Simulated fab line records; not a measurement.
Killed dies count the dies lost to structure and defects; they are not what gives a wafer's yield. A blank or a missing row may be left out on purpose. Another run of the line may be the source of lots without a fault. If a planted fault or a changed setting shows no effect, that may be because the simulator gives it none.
Which tool did it? ; flow nandHarc ; Sampling: 11 lots, 33 wafers, 5 of 1302 route steps

## WHAT THE GAUGES READ, wafer by wafer
NHARC_END_SORT_01.
lot;measured;on;killedAtArray
L662;day 25 18:56;prober-02;675 674 671
L663;day 26 00:35;prober-01;673 668 674

## TOOL THAT RAN EACH LOT (tool first, then ch and the chambers of the sampled wafers, then the start)
lot;NHARC_A_STAIRCASE_ETCH_170;NHARC_A_STAIRCASE_ETCH_17;NHARC_A_STAIRCASE_ETCH_19;NHARC_A_STAIRCASE_TRIM_24
L658;rieDiel-12 ch 1,2,3, day 15 20:18 or earlier;rieDiel-02 ch 1,2, day 15 20:18;rieDiel-02 ch 0,1,2, no start;rieDiel-04 ch 2,3, no start
L662;rieDiel-04 ch 1,3, day 17 04:38 or earlier;rieDiel-02 ch 0,1, day 17 04:38;rieDiel-02 ch 1,3, day 25 18:56 or earlier;rieDiel-02 ch 0,1,3, day 25 18:56 or earlier
L663;rieDiel-04 ch 0,1,2, day 17 08:23 or earlier;rieDiel-12 ch 0,1,2, day 17 08:23;rieDiel-12 ch 0,1,2, day 26 00:35 or earlier;rieDiel-04 ch 1,2,3, day 26 00:35 or earlier
L661;rieDiel-12 ch 0,3, day 17 08:44 or earlier;rieDiel-12 ch 0,1,3, day 17 08:44;rieDiel-12 ch 0,1,2, no start;rieDiel-12 ch 0,1,2, no start
L669;rieDiel-12 ch 0,1,2, day 20 15:47 or earlier;rieDiel-02 ch 1,2, day 20 15:47;rieDiel-02 ch 2,3, no start;rieDiel-12 ch 0,1,3, no start
L670;rieDiel-04 ch 0,1,2, day 20 22:07 or earlier;rieDiel-04 ch 0,2,3, day 20 22:07;rieDiel-04 ch 0,2,3, no start;rieDiel-02 ch 0,1,3, no start
L671;rieDiel-04 ch 2,3, day 21 05:57 or earlier;rieDiel-04 ch 1,3, day 21 05:57;rieDiel-04 ch 0,2,3, no start;rieDiel-02 ch 1,2, no start
L672;rieDiel-04 ch 0,1,2, day 21 23:32 or earlier;rieDiel-02 ch 2,3, day 21 23:32;rieDiel-02 ch 0,1,3, no start;rieDiel-12 ch 0,3, no start
L673;rieDiel-04 ch 0,1, day 22 00:54 or earlier;rieDiel-04 ch 0,1,3, day 22 00:54;rieDiel-04 ch 0,1, no start;rieDiel-02 ch 0,1,3, no start
L674;rieDiel-04 ch 0,1,3, day 22 11:59 or earlier;rieDiel-04 ch 2,3, day 22 11:59;rieDiel-04 ch 0,2, no start;rieDiel-04 ch 2,3, no start
L679;rieDiel-12 ch 0,2, day 24 17:39 or earlier;rieDiel-02 ch 1,2, day 24 17:39;rieDiel-02 ch 0,1,2, no start;rieDiel-02 ch 0,1,2, no start
- NHARC_A_STAIRCASE_ETCH_170: etches the open film in C4F6/O2, target depth 200 nm, time 66.667 s.
- NHARC_A_STAIRCASE_ETCH_17: etches the open film in C4F8/O2, target depth 100 nm, time 40.5 s.
- NHARC_A_STAIRCASE_ETCH_19: etches the open film in C4F8/O2, target depth 100 nm, time 40.5 s.
- NHARC_A_STAIRCASE_TRIM_24: chemistry O2, time 211.2 s.

## THE ANSWER, worked out from the rows above alone
Rule: what is usual is taken from the lots themselves. Put in order of their means at a reading, lots are off if they are a third of the lots or fewer, leave a main group of 4 or more, and stand apart from it by a gap of 3 or more times the standard deviation of the main group's means; of several such gaps the widest counts. Not used: any main group whose means are identical at the precision the tables above print for the reading. A lot without any number at a reading at which 4 lots or more have one is off too. All remaining lots with rows at the step are treated as sound.
Nothing can be told from this: no lot is off at any reading shown.

## WHAT WAS PUT IN BY THE SIMULATOR
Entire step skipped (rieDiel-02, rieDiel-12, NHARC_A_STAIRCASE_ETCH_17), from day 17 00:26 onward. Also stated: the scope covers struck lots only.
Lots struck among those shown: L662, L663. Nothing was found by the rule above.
